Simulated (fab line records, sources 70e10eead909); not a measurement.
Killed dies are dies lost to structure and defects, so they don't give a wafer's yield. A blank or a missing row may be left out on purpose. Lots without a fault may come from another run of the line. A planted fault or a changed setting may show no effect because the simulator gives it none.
One fault seen from 3 desks | flow nand_harc | each desk has only its own numbers; what lay behind them comes last

THE DEFECT DESK
What the inspections along the route counted, lot by lot: means of the sampled wafers that have a number. A lot is out of limits, marked OUT, if its mean lies more than 4 standard deviations from the usual mean; the brackets give that distance.
Columns: A = raw_defect_count at NHARC_A_CHANNEL_HOLE_D1_INSPECT_12, usual 5.5
lot  | first seen here | A
L636 | day 8 05:13     | 5.0
L645 | day 10 11:26    | 6.3
L649 | day 11 11:47    | 5.7
L655 | day 13 06:13    | 5.0
L658 | day 14 03:15    | 5.0
L659 | day 14 03:29    | 5.7
This desk's finding: nothing out of limits on any of the 6 lots.

THE METROLOGY DESK
What the gauges read, lot by lot, whatever tool the lot ran on: means of the sampled wafers that have a number. A lot is out of limits, marked OUT, if its mean lies more than 4 standard deviations from the usual mean; the brackets give that distance.
Columns: A = cd_nm at NHARC_A_CHANNEL_HOLE_D1_CD_MEAS_10, usual 100.3 nm; B = overlay_x_nm at NHARC_A_CHANNEL_HOLE_D1_OVL_MEAS_11, usual 0.1 nm; C = overlay_y_nm at NHARC_A_CHANNEL_HOLE_D1_OVL_MEAS_11, usual 0.0 nm
lot  | first seen here | A     | B    | C
L636 | day 8 05:05     | 100.2 | -1.2 | 0.1
L645 | day 10 11:19    | 101.0 | -0.1 | 0.5
L649 | day 11 11:40    | 100.3 | -0.3 | -0.0
L655 | day 13 06:05    | 100.1 | 0.1  | 0.3
L658 | day 14 03:07    | 100.1 | 0.4  | 0.2
L659 | day 14 03:22    | 100.1 | -2.0 | 1.6
This desk's finding: nothing out of limits on any of the 6 lots.

THE TOOL OWNER'S DESK: rie_diel-10
The tool's own readings at NHARC_A_CHANNEL_HOLE_D1_ETCH_39 (etches the open film in N2/H2, target depth 260 nm, time 325 s): means of the sampled wafers that have a number, for each lot that ran on this tool. A lot is out of limits, marked OUT, if its mean lies more than 4 standard deviations from the usual mean; the brackets give that distance.
Columns: A = drypump_motor_current_A at NHARC_A_CHANNEL_HOLE_D1_ETCH_39, usual 5.9 A; B = h2_flow_sccm at NHARC_A_CHANNEL_HOLE_D1_ETCH_39, usual 149.9 sccm; C = mfc_ar_sccm at NHARC_A_CHANNEL_HOLE_D1_ETCH_39, usual 0.006 sccm; D = oes_product_au at NHARC_A_CHANNEL_HOLE_D1_ETCH_39, usual 1.003 a.u.; E = rf_vpp_V at NHARC_A_CHANNEL_HOLE_D1_ETCH_39, usual 429.8 V; F = showerhead_plenum_p_Torr at NHARC_A_CHANNEL_HOLE_D1_ETCH_39, usual 2.02 Torr; G = throttle_valve_pct at NHARC_A_CHANNEL_HOLE_D1_ETCH_39, usual 14.171 %
lot  | first seen here | A   | B     | C     | D                | E     | F    | G
L636 | day 8 05:29     | 5.9 | 149.5 | 0.008 | 1.007            | 431.9 | 2.07 | 14.174
L645 | day 10 11:40    | 6.1 | 150.0 | 0.000 | 0.890 (-13) OUT  | 433.9 | 2.16 | 14.162
L649 | day 11 12:01    | 5.9 | 149.4 | 0.008 | 0.945 (-6.7) OUT | 430.4 | 2.07 | 14.178
L659 | day 14 03:45    | 5.6 | 149.5 | 0.017 | 1.005            | 433.2 | 2.14 | 14.169
This desk's finding: out of limits on L645, L649; first on L645, day 10 11:40 (oes_product_au at NHARC_A_CHANNEL_HOLE_D1_ETCH_39). In limits: L636, L659.

PUT TOGETHER
The tool owner's desk could have raised an alarm at day 10 11:40, on L645, L649.
The defect desk saw nothing out of limits.
The metrology desk saw nothing out of limits.
The defect desk has L645, L649 on record, within its limits.
The metrology desk has L645, L649 on record, within its limits.
Of the lots named, all ran NHARC_A_CHANNEL_HOLE_D1_ETCH_39 on rie_diel-10.

WHAT THE SIMULATOR HAD PUT IN
Process parameter drift: rie_diel-10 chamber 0, from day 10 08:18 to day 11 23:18, at NHARC_A_CHANNEL_HOLE_D1_ETCH_39. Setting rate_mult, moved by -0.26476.
Lots struck among those shown: L645, L649.
Hours from the fault's start to each desk's first reading out of limits: the tool owner's desk, 3.
